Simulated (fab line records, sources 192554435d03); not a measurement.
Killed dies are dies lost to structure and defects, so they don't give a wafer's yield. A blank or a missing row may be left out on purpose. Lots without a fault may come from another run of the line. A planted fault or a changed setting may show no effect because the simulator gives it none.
Chamber matching | flow n5_finfet | N5_BEOL_M10_STRIP_67 on rie_diel-02: 4 sister chambers
The step strips in CF4. 8 wafers are shown with their chamber, then 8 later ones without.

WAFERS WITH THEIR CHAMBER
wafer  | chamber | drypump_motor_current_A (A) | showerhead_plenum_p_Torr (Torr)
L084.2 | 0       | 5.95                        | 1.80
L089.1 | 2       | 5.37                        | 1.75
L089.2 | 1       | 5.56                        | 1.92
L089.5 | 3       | 6.09                        | 1.77
L093.1 | 1       | 5.60                        | 1.92
L093.3 | 2       | 5.37                        | 1.74
L093.4 | 0       | 5.97                        | 1.79
L091.1 | 3       | 6.13                        | 1.77

WAFERS WITHOUT THEIR CHAMBER
wafer  | drypump_motor_current_A (A) | showerhead_plenum_p_Torr (Torr)
L091.3 | 5.96                        | 1.80
L091.5 | 5.35                        | 1.74
L092.3 | 5.94                        | 1.79
L092.4 | 5.57                        | 1.92
L092.5 | 5.34                        | 1.74
L095.2 | 5.56                        | 1.91
L095.5 | 5.34                        | 1.74
L095.6 | 5.56                        | 1.91

WHICH CHAMBER EACH WENT THROUGH
wafer  | from the rows above | in truth
L091.3 | 0                   | 0
L091.5 | 2                   | 2
L092.3 | 0                   | 0
L092.4 | 1                   | 1
L092.5 | 2                   | 2
L095.2 | 1                   | 1
L095.5 | 2                   | 2
L095.6 | 1                   | 1
Placed correctly: 8 of 8. Can't be placed from these rows: 0. Placed wrongly: 0.
How it was worked out, from the rows above alone: a wafer's distance from a chamber is the root of the sum, over the readings, of the square of ((its reading less the chamber's mean) divided by the reading's scatter). The wafer belongs to the nearest chamber; if the next one is less than 2 further off, it can't be placed. A chamber's mean is the mean of its shown wafers. The scatter: the root of (the sum of the squares of (reading less its chamber's mean) over the shown wafers, divided by (wafers less chambers)).
